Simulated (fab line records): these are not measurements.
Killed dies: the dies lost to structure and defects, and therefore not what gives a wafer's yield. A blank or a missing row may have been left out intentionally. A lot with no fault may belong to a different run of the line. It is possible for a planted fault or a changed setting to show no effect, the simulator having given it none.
Matching of chambers + flow n5 finfet + rie si-01 running N5_ZERO_LAYER_ETCH_18: 4 sister chambers
The step etches Si in HBr/Cl2, target depth 120 nm, time 40 s. 4 wafers are shown with their chamber, then 12 later ones without.

WAFERS, EACH WITH ITS CHAMBER
| wafer  | chamber | throttle valve pct (%) |
|--------|---------|------------------------|
| L089.2 | 2       | 36.43                  |
| L090.1 | 3       | 36.29                  |
| L090.2 | 0       | 35.66                  |
| L090.3 | 1       | 36.24                  |

WAFERS MISSING THEIR CHAMBER
| wafer  | throttle valve pct (%) |
|--------|------------------------|
| L091.1 | 36.44                  |
| L091.4 | 35.64                  |
| L091.6 | 36.28                  |
| L092.1 | 36.22                  |
| L092.2 | 36.43                  |
| L092.3 | 36.28                  |
| L095.2 | 36.23                  |
| L095.3 | 36.29                  |
| L095.6 | 36.43                  |
| L096.1 | 36.28                  |
| L096.2 | 35.64                  |
| L096.5 | 36.28                  |

THE CHAMBER EACH PASSED THROUGH
| wafer  | from the rows above | in truth |
|--------|---------------------|----------|
| L091.1 | 2                   | 2        |
| L091.4 | 0                   | 0        |
| L091.6 | 3                   | 3        |
| L092.1 | 1                   | 1        |
| L092.2 | 2                   | 2        |
| L092.3 | 3                   | 3        |
| L095.2 | 1                   | 1        |
| L095.3 | 3                   | 3        |
| L095.6 | 2                   | 2        |
| L096.1 | 3                   | 3        |
| L096.2 | 0                   | 0        |
| L096.5 | 3                   | 3        |
Correct placement for 12 of the 12. Can't be placed from these rows: 0. Wrongly placed: 0.
How it was worked out, from the rows above alone: a wafer's distance from a chamber is the root of the sum, over the readings, of the square of ((its reading less the chamber's mean) divided by the reading's scatter). If the next closest chamber is less than 2 further off than the closest, the wafer can't be placed; otherwise it belongs to the closest. For every chamber, the mean is computed from those of its wafers that are shown. The scatter (one wafer shown for each chamber): square how far every hidden wafer sits from the nearest shown wafer, average those squares and take the square root.
